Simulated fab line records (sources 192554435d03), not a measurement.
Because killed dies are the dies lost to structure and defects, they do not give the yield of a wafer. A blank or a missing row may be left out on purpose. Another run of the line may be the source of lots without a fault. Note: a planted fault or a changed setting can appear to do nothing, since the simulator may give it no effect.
Which tool did it?    flow n5 finfet    at 1 step of a route of 1938, 12 lots with 36 wafers sampled

WHAT THE GAUGES SHOWED, per wafer
N5_BEOL_M12_OCD_MEAS_35. Usual: trench depth nm at 318 nm, with a standard deviation of 4.5.
lot   measured      on      trench depth nm (nm)  flag
L175  day 11 02:51  ocd-01  316 315 318           
L177  day 11 08:26  ocd-01  319 314 318           
L178  day 11 12:51  ocd-01  313 319 319           
L179  day 11 23:31  ocd-02  326 314 325           
L180  day 12 08:23  ocd-02  320 319 316           
L182  day 12 16:56  ocd-02  320 317 314           
L181  day 12 22:06  ocd-01  323 314 322           
L185  day 13 18:05  ocd-02  321 320 319           
L196  day 15 21:25  ocd-02  319 324 323           
L195  day 16 09:56  ocd-01  317 326 320           
L194  day 17 01:57  ocd-01  317 309 313           
L198  day 17 22:27  ocd-01  319 317 308           

WHICH TOOL RAN EACH LOT (tool, then ch and the chambers of the sampled wafers, then the start)
Before these readings, the record contains no process step.

WHAT THE TOOLS THEMSELVES READ (means of the sampled wafers that have a number; where no wafer has one, the mark that the record gives instead)
The record holds no such reading with a usual standard deviation.

THE ANSWER, worked out from the rows above alone
Rule: take the mean of a lot's wafers that have a number; if it is more than 3 standard deviations from the usual mean, the lot is off. Also off: a lot with no number at a reading for which 4 or more lots have one. The other lots that the step has rows for count as sound. Order of review: gauges by route order, followed by the tools' own readings, for which a lot's mean as printed above is used. The first step at which some lot is off is used, and at that step the reading that is off furthest; a lot without a number counts as furthest.
No lot is off at any reading shown: from this, nothing can be told.

WHAT THE SIMULATOR PUT IN
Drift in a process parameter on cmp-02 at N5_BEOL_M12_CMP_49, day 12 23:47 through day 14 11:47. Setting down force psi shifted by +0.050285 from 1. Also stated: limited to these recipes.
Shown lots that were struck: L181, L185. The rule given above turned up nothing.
